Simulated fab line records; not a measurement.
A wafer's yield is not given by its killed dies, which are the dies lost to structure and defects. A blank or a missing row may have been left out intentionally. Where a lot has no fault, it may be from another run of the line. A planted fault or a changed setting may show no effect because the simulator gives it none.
Matching of chambers :: flow n5 finfet :: N5_BEOL_M0_SAQP_PECVD_04 on pecvd-02 has 3 sister chambers
The step deposits a-Si from SiH4/He, target thk 60 nm, time 60.2 s. 6 wafers are shown with their chamber, then 7 later ones without.

WAFERS PAIRED WITH THEIR CHAMBERS
wafer: L079.2
chamber: 2
showerhead plenum p Torr (Torr): 5.61
throttle valve pct (%): 17.8

wafer: L086.1
chamber: 1
showerhead plenum p Torr (Torr): 5.70
throttle valve pct (%): 18.4

wafer: L086.3
chamber: 0
showerhead plenum p Torr (Torr): 5.64
throttle valve pct (%): 17.2

wafer: L086.5
chamber: 1
showerhead plenum p Torr (Torr): 5.71
throttle valve pct (%): 18.4

wafer: L087.3
chamber: 2
showerhead plenum p Torr (Torr): 5.61
throttle valve pct (%): 18.2

wafer: L087.4
chamber: 0
showerhead plenum p Torr (Torr): 5.64
throttle valve pct (%): 16.8

WAFERS WITH NO CHAMBER GIVEN
wafer: L087.6
showerhead plenum p Torr (Torr): 5.70
throttle valve pct (%): 18.5

wafer: L091.1
showerhead plenum p Torr (Torr): 5.62
throttle valve pct (%): 17.7

wafer: L091.2
showerhead plenum p Torr (Torr): 5.64
throttle valve pct (%): 17.2

wafer: L091.3
showerhead plenum p Torr (Torr): 5.70
throttle valve pct (%): 18.2

wafer: L095.1
showerhead plenum p Torr (Torr): 5.60
throttle valve pct (%): 18.2

wafer: L095.3
showerhead plenum p Torr (Torr): 5.73
throttle valve pct (%): 18.4

wafer: L095.4
showerhead plenum p Torr (Torr): 5.71
throttle valve pct (%): 18.4

WHICH CHAMBER EACH WENT THROUGH
wafer: L087.6
from the rows above: 1
in truth: 1

wafer: L091.1
from the rows above: 2
in truth: 2

wafer: L091.2
from the rows above: 0
in truth: 0

wafer: L091.3
from the rows above: 1
in truth: 1

wafer: L095.1
from the rows above: 2
in truth: 2

wafer: L095.3
from the rows above: 1
in truth: 1

wafer: L095.4
from the rows above: 1
in truth: 1
Correct placement for 7 of the 7. Not placeable from these rows: 0. Wrongly placed: 0.
How it was worked out, from the rows above alone: a wafer's distance from a chamber is the root of the sum, over the readings, of the square of ((its reading less the chamber's mean) divided by the reading's scatter). If the next closest chamber is less than 2 further off than the closest, the wafer can't be placed; otherwise it belongs to the closest. The mean given for a chamber averages the wafers shown for that chamber. The scatter: take each reading less its chamber's mean, square it, sum over the shown wafers, divide by the number of wafers less the number of chambers, and take the root.
